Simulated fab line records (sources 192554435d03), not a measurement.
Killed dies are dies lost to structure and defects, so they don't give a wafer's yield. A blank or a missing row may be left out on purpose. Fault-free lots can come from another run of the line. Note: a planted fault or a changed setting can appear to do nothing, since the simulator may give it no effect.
Problem report in the 8D (eight disciplines) form, filled by code | flow n5Finfet | the parts of the form that need people (team, actions taken, sign-off) are left out

== 1. THE PROBLEM ==
Mean of runLengthS at N5_BEOL_M5_CVD_47: 241.8 s across 3 wafers in 3 lots; on wafers with no fault it is 239.0 s (standard deviation 0.64). That puts it +4.4 standard deviations away from the usual mean.
The step: deposits Co from CCTBA/H2, target thk 3 nm, time 216 s.
Earliest sighting: wafer L515.6 on cvdCo-01 at day 9 02:29. The record has a number at this step for 19 wafers belonging to 7 lots. Rule for "out" (also "out of limits"): further than 4 standard deviations from the usual mean. The other wafers with a number count as sound.

== 2. WHAT THIS IS AND IS NOT ==
question                    | is                     | is not
which readings at this step | runLengthS             | -
which lots                  | L515, L516, L517       | L513, L530, L533, L534
which wafers of those lots  | L515.6, L516.6, L517.6 | L515.5, L516.5, L517.2, L517.5
read on which tools         | cvdCo-01               | cvdCo-02
when                        | from day 9 02:29       | up to then (4 sound wafers); but 12 sound wafers of L516, L517, L530, L533, L534 came after

== 3. SUSPECTS, AND WHAT RULES EACH OUT ==
Counting: if a tool at a process step up to the reading ran every lot that is out, it stays a suspect. Sound lots after the first of them don't rule it out here, since some wafers of a struck lot are sound.
- cvdCo-01 at N5_BEOL_M5_CVD_47 (deposits Co from CCTBA/H2, target thk 3 nm, time 216 s): kept. It ran every lot that is out, first L515 (day 9 02:29). Its own readings are out on those wafers: runLengthS.
- Within cvdCo-01 at N5_BEOL_M5_CVD_47: the wafers that are out ran in chamber 1; their sound lot-mates ran in chambers 0, 2.
After counting, what remains is cvdCo-01 at N5_BEOL_M5_CVD_47.

== 4. THE CAUSE (what the simulator had put in) ==
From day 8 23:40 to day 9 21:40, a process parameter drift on cvdCo-01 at N5_BEOL_M5_CVD_47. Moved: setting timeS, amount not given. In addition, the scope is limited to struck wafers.
The count eliminated every tool but this one.

== 5. SEQUENCE OF EFFECTS, ordered by route ==
Each row: a reading where the mean over the struck wafers with a number is more than 3 standard deviations away from the usual. Only readings whose record carries a usual standard deviation are examined. hours: median over the lots of the time between each lot's start at the first step of this table that gives one and its start at this step. sigmas: the change, counted in usual standard deviations.
hours | step              | reading    | usual   | on struck wafers | change | sigmas
0     | N5_BEOL_M5_CVD_47 | runLengthS | 239.0 s | 241.8            | +2.8   | +4.4
Here are the process steps it includes:
- N5_BEOL_M5_CVD_47: deposits Co from CCTBA/H2, target thk 3 nm, time 216 s.

== 6. HOW IT WOULD HAVE BEEN CAUGHT EARLIER ==
The fault began at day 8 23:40; the first out-of-limits reading in this record came at day 9 02:29, 3 hours later.
